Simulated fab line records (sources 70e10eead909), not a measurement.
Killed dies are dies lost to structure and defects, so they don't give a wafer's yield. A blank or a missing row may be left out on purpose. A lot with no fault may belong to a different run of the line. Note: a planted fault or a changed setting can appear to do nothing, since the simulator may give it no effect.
fab line records | flow nand_harc
[record] lots = 6 wafers = 18 last_day = 23
route steps=1159 shown A_STAIRCASE@520 END@1159
lots that met no fault: from a run of the same line without faults
start_h: hours from the record's opening day to when the first of the lot's shown wafers began | wait_h: time in hours since the lot's previous step | " repeats the value in the row above | L1.1+2: one row covering several wafers at once | - either no value or no given start | * or withheld: withheld | < > ~ a bound
route shown NAME@n: NAME is a module with steps in the file, n the number in the route of the first one | usual: mean and standard deviation over wafers with no fault | same: alike in all rows | chamber/n: place in a boat | sites: each site's reading | _std_site: standard deviation across them | _edge_site: outer sites' mean less inner sites' | radius_mm: for every site, how far away it sits from the centre of the wafer | mask NAME#n: copy n | behind: tool/chamber where the wafer was last shaped | hold: what put the lot on hold/how long, in hours/how the hold closed | device: whichever transistor did not switch (one of n, p or np) | end of line: tests run on the same wafers once the route is complete | a step without rows: its recipe alone | killed: count of dies lost to structure and defects at first sort (not the wafer's yield) | map: per-die view of a wafer (x killed, . not killed, _ where there is no die)
set.NAME: the setting as run; set.NAME@STEP: as run at that earlier step | model.NAME: the simulator's own value behind a step, which no gauge read
a table for each step, a row for each wafer; lots at some steps of the route
services: from which hour (start_h, from the record's first day; less than 0 if before it) a tool's chamber was out of use, for how many hours, and why
[[steps]]
[step NHARC_A_STAIRCASE_DEHYDRATE_158]
[recipe] temp_c = 150 time_s = 120
[step NHARC_A_STAIRCASE_HMDS_159]
[recipe] time_s = 30
[step NHARC_A_STAIRCASE_COAT_160]
[recipe] spin_rpm = 1200
[step NHARC_A_STAIRCASE_SOFTBAKE_161]
[recipe] temp_c = 135 time_s = 170
[step NHARC_A_STAIRCASE_EBR_162]
[step NHARC_A_STAIRCASE_EXPOSE_163]
[recipe] na = 0.5 dose_mj = 20.01 mask_id = STAIR_OPEN
[step NHARC_A_STAIRCASE_PEB_164]
[recipe] peb_temp_c = 115 peb_time_s = 130
[step NHARC_A_STAIRCASE_DEVELOP_165]
[recipe] time_s = 140
[step NHARC_A_STAIRCASE_HARDBAKE_167]
[recipe] temp_c = 120 time_s = 140
[step NHARC_A_STAIRCASE_DESCUM_168]
[recipe] time_s = 3 o2_flow_sccm = 200 ar_flow_sccm = 0 bias_power_w = 0 chemistry = O2
[usual] drypump_motor_current_A = 5.5/0.4 oes_product_au = 1.003/0.013 rf_vpp_V = 57.7/0.91 showerhead_plenum_p_Torr = 1.89/0.067 throttle_valve_pct = 11.312/0.0087
// columns lot.wafer tool chamber start_h wait_h drypump_motor_current_A oes_product_au rf_hours_counter_h rf_vpp_V showerhead_plenum_p_Torr throttle_valve_pct
L966.2 rie_diel-03 1 253.70 - 4.9 0.997 10 57.5 1.96 11.330
L966.3 " 0 " " 5.1 1.012 11 56.7 1.90 11.304
L966.5 " 1 " " 4.9 1.010 - 57.9 1.96 11.327
L968.2 rie_diel-03 3 268.05 - 6.1 1.017 19 57.4 1.90 11.303
L968.3 " 1 " " 4.9 0.994 16 58.7 1.95 11.317
L968.6 " 2 " " 5.2 1.021 - 57.5 1.98 11.317
L969.3 rie_diel-03 0 282.56 - 5.1 1.006 21 57.7 1.90 11.292
L969.6 " 3 " " 6.1 1.021 - 56.9 1.89 11.312
L969.5 " 0 " " 5.1 1.005 - 58.9 1.90 11.314
L972.1 rie_diel-12 3 295.90 - 5.3 1.005 27 56.9 1.95 11.331
L972.2 " 1 " " 5.9 0.997 31 55.9 1.84 11.294
L972.6 " 2 " " 6.1 0.986 - 58.4 2.01 11.302
L977.2 rie_diel-02 2 317.65 - 5.3 1.002 59 58.1 1.84 11.296
L977.6 " 1 " " 6.0 1.003 - 58.4 1.78 11.313
L977.5 " 2 " " 5.3 1.001 - 56.1 1.84 11.298
L982.4 rie_diel-02 2 349.83 - 5.4 0.997 4 57.8 1.84 11.305
L982.6 " 3 " " 5.2 1.024 - 57.0 1.87 11.292
L982.5 " 0 " " 5.9 1.011 - 58.5 1.83 11.310
[step NHARC_A_STAIRCASE_ETCH_169]
[recipe] target_depth_a = 500 time_s = 107.1 ion_energy_ev = 120 ch3f_flow_sccm = 50 o2_flow_sccm = 30 ar_flow_sccm = 200 rf_w = 500 bias_w = 100 chemistry = CH3F/O2
[usual] bias_w = 100.06/0.27 ch3f_flow_sccm = 49.99/0.15 drypump_motor_current_A = 5.5/0.39 oes_product_au = 0.954/0.023 rf_vpp_V = 244.0/1.3 showerhead_plenum_p_Torr = 2.43/0.074 throttle_valve_pct = 20.665/0.0096
// columns lot.wafer tool chamber start_h wait_h bias_w ch3f_flow_sccm drypump_motor_current_A oes_product_au rf_hours_counter_h rf_vpp_V showerhead_plenum_p_Torr throttle_valve_pct
L966.2 rie_diel-03 1 253.80 0.1 100.04 50.11 4.9 0.956 10 244.7 2.51 20.670
L966.3 " 2 " " 99.69 49.93 5.2 0.972 11 245.9 2.54 20.678
L966.5 " 3 " " 100.36 49.99 6.1 0.974 - 244.3 2.44 20.664
L968.2 rie_diel-03 3 268.13 0.1 99.58 50.00 6.1 0.962 19 244.0 2.44 20.657
L968.3 " 2 " " 100.61 49.98 5.2 0.966 19 246.2 2.54 20.677
L968.6 " 0 " " 99.89 50.04 5.1 0.975 - 242.9 2.45 20.647
L969.3 rie_diel-03 2 282.83 0.3 100.31 50.02 5.2 0.947 25 245.5 2.53 20.663
L969.5 " 3 " " 100.39 49.82 6.0 0.935 - 243.0 2.43 20.669
L969.6 " 0 " " 99.78 49.95 5.1 0.936 - 243.4 2.44 20.670
L972.1 rie_diel-12 1 295.97 0.1 99.49 50.38 5.9 0.963 31 244.3 2.37 20.674
L972.2 " 0 " " 100.24 50.07 5.6 0.955 30 245.8 2.52 20.671
L972.6 " 2 " " 100.06 50.13 6.1 0.934 - 245.9 2.58 20.660
L977.2 rie_diel-02 2 317.75 0.1 100.11 49.93 5.4 0.960 59 243.4 2.37 20.662
L977.6 " 3 " " 100.06 50.08 5.2 0.990 - 244.4 2.41 20.672
L977.5 " 0 " " 100.00 49.59 5.8 0.980 - 242.0 2.36 20.655
L982.4 rie_diel-02 2 349.97 0.1 100.41 50.05 5.3 0.936 4 243.7 2.37 20.670
L982.5 " 3 " " 99.80 50.06 5.2 0.966 - 243.8 2.41 20.666
L982.6 " 0 " " 99.93 49.83 5.8 0.953 - 243.4 2.36 20.660
[step NHARC_A_STAIRCASE_ETCH_170]
[recipe] target_depth_a = 2000 time_s = 66.667 ion_energy_ev = 250 c4f6_flow_sccm = 25 o2_flow_sccm = 20 ar_flow_sccm = 500 rf_w = 600 bias_w = 500 chemistry = C4F6/O2
[usual] bias_w = 500.3/1.5 c4f6_flow_sccm = 25.00/0.073 drypump_motor_current_A = 5.5/0.4 oes_product_au = 0.973/0.018 rf_vpp_V = 545.7/2.6 showerhead_plenum_p_Torr = 3.87/0.12 throttle_valve_pct = 26.903/0.0093
// columns lot.wafer tool chamber start_h wait_h bias_w c4f6_flow_sccm drypump_motor_current_A oes_product_au rf_hours_counter_h rf_vpp_V showerhead_plenum_p_Torr throttle_valve_pct
L966.3 rie_diel-03 2 253.90 - 499.6 24.98 5.2 0.984 11 548.6 4.05 26.910
L966.2 " 0 " " 500.9 24.93 5.1 1.005 11 546.7 3.91 26.906
L966.5 " 3 " " 498.3 25.00 6.0 0.990 - 545.6 3.89 26.903
L968.2 rie_diel-03 3 268.25 - 498.4 24.96 6.0 0.977 19 546.4 3.89 26.882
L968.3 " 1 " " 497.4 24.93 4.9 0.957 17 548.6 4.00 26.897
L968.6 " 3 " " 499.2 25.03 6.1 0.971 - 545.9 3.89 26.905
L969.3 rie_diel-03 0 283.06 - - - - - - - - -
L969.6 " 0 " " - - - - - - - -
L969.5 " 1 " " - - - - - - - -
L972.1 rie_diel-12 0 296.09 - - - - - - - - -
L972.2 " 1 " " - - - - - - - -
L972.6 " 3 " " - - - - - - - -
L977.2 rie_diel-02 1 317.84 - 501.9 24.93 6.0 0.973 53 543.0 3.68 26.911
L977.5 " 1 " " 502.7 24.89 6.0 0.974 - 541.5 3.68 26.909
L977.6 " 2 " " 503.4 24.99 5.3 0.989 - 544.1 3.79 26.897
L982.4 rie_diel-02 3 350.07 - 499.1 25.11 5.2 0.998 4 543.6 3.85 26.892
L982.6 " 1 " " 500.6 24.99 6.0 0.965 - 542.3 3.67 26.901
L982.5 " 2 " " 503.2 25.07 5.3 0.976 - 544.8 3.79 26.908
[step NHARC_A_STAIRCASE_STRIP_171]
[recipe] power_w = 1500 temp_c = 250 chemistry = O2
[usual] drypump_motor_current_A = 5.4/0.37 heater_power_w = 339/17
// columns lot.wafer tool chamber start_h wait_h drypump_motor_current_A heater_power_w rf_hours_counter_h
L966.2 plasma_asher-01 1 254.07 - 5.2 336 49
L966.3 " 1 " " 5.2 319 -
L966.5 " 1 " " 5.2 325 -
L968.2 plasma_asher-01 1 268.36 - 5.2 319 54
L968.3 " 1 " " 5.2 324 -
L968.6 " 1 " " 5.2 323 -
L969.3 plasma_asher-02 1 283.37 - 5.8 325 -
L969.5 " 0 " " 4.8 372 -
L969.6 " 1 " " 5.8 323 -
L972.1 plasma_asher-02 1 296.25 - 5.7 324 38
L972.2 " 0 " " 4.8 364 38
L972.6 " 1 " " 5.8 330 -
L977.2 plasma_asher-01 1 317.96 - 5.2 316 10
L977.6 " 1 " " 5.2 332 -
L977.5 " 0 " " 5.7 336 -
L982.4 plasma_asher-01 0 350.31 - 5.7 345 -
L982.5 " 1 " " 5.2 330 -
L982.6 " 0 " " 5.7 339 -
[step NHARC_END_SORT_01]
[recipe] temp_c = 25
[usual] killed_at_array = 28/11 killed_at_other = 0.5/0.87 killed_at_periphery = 2.9/2.2 killed_dies = 32/11 killed_open = 3.2/1.9 killed_short = 1.8/1.4
[same] gross_dies = 677
// columns lot.wafer tool chamber start_h wait_h killed_at_array killed_at_other killed_at_periphery killed_dies killed_open killed_short
L969.3 prober-01 0 494.53 3.0 675 0 2 677 1 0
L969.5 prober-01 0 496.12 3.7 676 0 1 677 3 1
L969.6 prober-01 0 496.92 4.0 676 0 1 677 4 0
L972.1 prober-02 0 499.08 2.5 674 1 2 677 7 2
L972.2 prober-02 0 499.88 2.8 675 0 2 677 3 3
L972.6 prober-02 0 503.07 4.0 673 0 4 677 7 3
// killed by level:class
L969.3 A_STAIRCASE:area_etch=636 A_SLIT:chamber_film_flake=17 A_CHANNEL_HOLE_D1:chamber_film_flake=16 A_CONTACT:chamber_film_flake=4 P_BONDPAD:geometric_particle:open=1 P_ZERO_WELL:chamber_film_flake=1 A_BLC:chamber_film_flake=1 A_STAIRCASE:chamber_film_flake=1
L969.5 A_STAIRCASE:area_etch=640 A_CHANNEL_HOLE_D1:chamber_film_flake=14 A_SLIT:chamber_film_flake=12 A_CONTACT:chamber_film_flake=4 A_STAIRCASE:chamber_film_flake=3 P_GATE:geometric_particle:short=1 A_CHANNEL_HOLE_D1:geometric_particle:open=1 A_BLC:geometric_particle:open=1
L969.6 A_STAIRCASE:area_etch=632 A_CHANNEL_HOLE_D1:chamber_film_flake=20 A_SLIT:chamber_film_flake=16 A_CHANNEL_FILL_D1:chamber_film_flake=2 A_CONTACT:chamber_film_flake=2 P_CONTACT:geometric_particle:open=1 A_ONON_D1:geometric_particle:open=1 A_BLC:geometric_particle:open=1
L972.1 A_STAIRCASE:area_etch=651 A_CONTACT:chamber_film_flake=6 A_CHANNEL_HOLE_D1:chamber_film_flake=5 A_STAIRCASE:chamber_film_flake=3 P_CONTACT:geometric_particle:short=2 A_SLIT:geometric_particle:open=2 A_CHANNEL_HOLE_D1:geometric_particle:open=1 A_CHANNEL_FILL_D1:geometric_particle:open=1
L972.2 A_STAIRCASE:area_etch=661 A_WL_FILL:chamber_film_flake=4 P_GATE:geometric_particle:open=2 A_WL_FILL:geometric_particle:short=2 A_STAIRCASE:chamber_film_flake=2 A_CONTACT:chamber_film_flake=2 A_SOURCE_PLATE:geometric_particle:open=1 A_CHANNEL_FILL_D1:geometric_particle:short=1
L972.6 A_STAIRCASE:area_etch=651 A_CHANNEL_HOLE_D1:chamber_film_flake=8 A_CONTACT:chamber_film_flake=3 A_ONON_D1:geometric_particle:short=2 P_ZERO_WELL:chamber_film_flake=2 A_WL_FILL:chamber_film_flake=2 P_GATE:geometric_particle:open=1 P_M0:geometric_particle:open=1
// map L969.3 (x killed, . not)
____________x____________
_________xxxxxxx_________
_______xxxxxxxxxxx_______
______xxxxxxxxxxxxx______
_____xxxxxxxxxxxxxxx_____
____xxxxxxxxxxxxxxxxx____
____xxxxxxxxxxxxxxxxx____
___xxxxxxxxxxxxxxxxxxx___
___xxxxxxxxxxxxxxxxxxx___
__xxxxxxxxxxxxxxxxxxxxx__
__xxxxxxxxxxxxxxxxxxxxx__
_xxxxxxxxxxxxxxxxxxxxxxx_
_xxxxxxxxxxxxxxxxxxxxxxx_
_xxxxxxxxxxxxxxxxxxxxxxx_
_xxxxxxxxxxxxxxxxxxxxxxx_
_xxxxxxxxxxxxxxxxxxxxxxx_
xxxxxxxxxxxxxxxxxxxxxxxxx
xxxxxxxxxxxxxxxxxxxxxxxxx
xxxxxxxxxxxxxxxxxxxxxxxxx
xxxxxxxxxxxxxxxxxxxxxxxxx
xxxxxxxxxxxxxxxxxxxxxxxxx
_xxxxxxxxxxxxxxxxxxxxxxx_
_xxxxxxxxxxxxxxxxxxxxxxx_
_xxxxxxxxxxxxxxxxxxxxxxx_
_xxxxxxxxxxxxxxxxxxxxxxx_
_xxxxxxxxxxxxxxxxxxxxxxx_
__xxxxxxxxxxxxxxxxxxxxx__
__xxxxxxxxxxxxxxxxxxxxx__
___xxxxxxxxxxxxxxxxxxx___
___xxxxxxxxxxxxxxxxxxx___
____xxxxxxxxxxxxxxxxx____
____xxxxxxxxxxxxxxxxx____
_____xxxxxxxxxxxxxxx_____
______xxxxxxxxxxxxx______
_______xxxxxxxxxxx_______
_________xxxxxxx_________
____________x____________
// map L972.1 (x killed, . not)
____________x____________
_________xxxxxxx_________
_______xxxxxxxxxxx_______
______xxxxxxxxxxxxx______
_____xxxxxxxxxxxxxxx_____
____xxxxxxxxxxxxxxxxx____
____xxxxxxxxxxxxxxxxx____
___xxxxxxxxxxxxxxxxxxx___
___xxxxxxxxxxxxxxxxxxx___
__xxxxxxxxxxxxxxxxxxxxx__
__xxxxxxxxxxxxxxxxxxxxx__
_xxxxxxxxxxxxxxxxxxxxxxx_
_xxxxxxxxxxxxxxxxxxxxxxx_
_xxxxxxxxxxxxxxxxxxxxxxx_
_xxxxxxxxxxxxxxxxxxxxxxx_
_xxxxxxxxxxxxxxxxxxxxxxx_
xxxxxxxxxxxxxxxxxxxxxxxxx
xxxxxxxxxxxxxxxxxxxxxxxxx
xxxxxxxxxxxxxxxxxxxxxxxxx
xxxxxxxxxxxxxxxxxxxxxxxxx
xxxxxxxxxxxxxxxxxxxxxxxxx
_xxxxxxxxxxxxxxxxxxxxxxx_
_xxxxxxxxxxxxxxxxxxxxxxx_
_xxxxxxxxxxxxxxxxxxxxxxx_
_xxxxxxxxxxxxxxxxxxxxxxx_
_xxxxxxxxxxxxxxxxxxxxxxx_
__xxxxxxxxxxxxxxxxxxxxx__
__xxxxxxxxxxxxxxxxxxxxx__
___xxxxxxxxxxxxxxxxxxx___
___xxxxxxxxxxxxxxxxxxx___
____xxxxxxxxxxxxxxxxx____
____xxxxxxxxxxxxxxxxx____
_____xxxxxxxxxxxxxxx_____
______xxxxxxxxxxxxx______
_______xxxxxxxxxxx_______
_________xxxxxxx_________
____________x____________
[[services]]
// columns tool chamber start_h hours kind
rie_diel-03 0 248.88 - clean
rie_diel-03 1 248.88 - clean
rie_diel-03 2 248.88 - clean
rie_diel-03 3 248.88 - clean
rie_diel-03 0 273.49 - clean
rie_diel-03 1 273.49 - clean
rie_diel-03 2 273.49 - clean
rie_diel-03 3 273.49 - clean
plasma_asher-01 - 276.29 9.0 pm
rie_diel-02 3 287.61 5.5 repair
rie_diel-03 0 298.09 - clean
rie_diel-03 1 298.09 - clean
rie_diel-03 2 298.09 - clean
rie_diel-03 3 298.09 - clean
rie_diel-12 3 319.36 2.0 repair
rie_diel-03 0 322.60 - clean
rie_diel-03 1 322.60 - clean
rie_diel-03 2 322.60 - clean
rie_diel-03 3 322.60 - clean
rie_diel-02 - 327.86 9.0 pm
rie_diel-03 1 332.84 6.5 repair
rie_diel-12 1 337.97 1.2 repair
rie_diel-03 0 347.13 - clean
rie_diel-03 1 347.13 - clean
[[key]]
[first_sign] step = NHARC_A_STAIRCASE_ETCH_170 reading = tool_record direction = missing
[effect] step = NHARC_END_SORT_01 reading = killed_at_array direction = up sigmas = 59 usual = 28 struck = 675
[more_kills_born_at] NHARC_A_STAIRCASE_ETCH_170@rie_diel-12 = 1964 NHARC_A_STAIRCASE_ETCH_170@rie_diel-03 = 1911
met_at NHARC_A_STAIRCASE_ETCH_170
struck_wafers L969.3,L969.5,L969.6,L972.1,L972.2,L972.6
later_rows_left_out L969.3,L969.5,L969.6,L972.1,L972.2,L972.6
tester_left_out L969,L972
onset_between 268.25 283.06
[fault] kind = skipped_step_whole tool = rie_diel-03,rie_diel-12 chamber = - onset_h = 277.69 steps = NHARC_A_STAIRCASE_ETCH_170 scope = struck_lots_only
// tester_left_out: of these lots the tester's yield and bins aren't shown, on N5 and GAA mostly nor the transistor test; their killed dies are dies lost to structure and defects alone, not to doping, threshold or leakage, so they don't give the yield
// later_rows_left_out: the simulator's readings of these wafers behind a module that went badly wrong aren't trusted and aren't shown, but for the sort
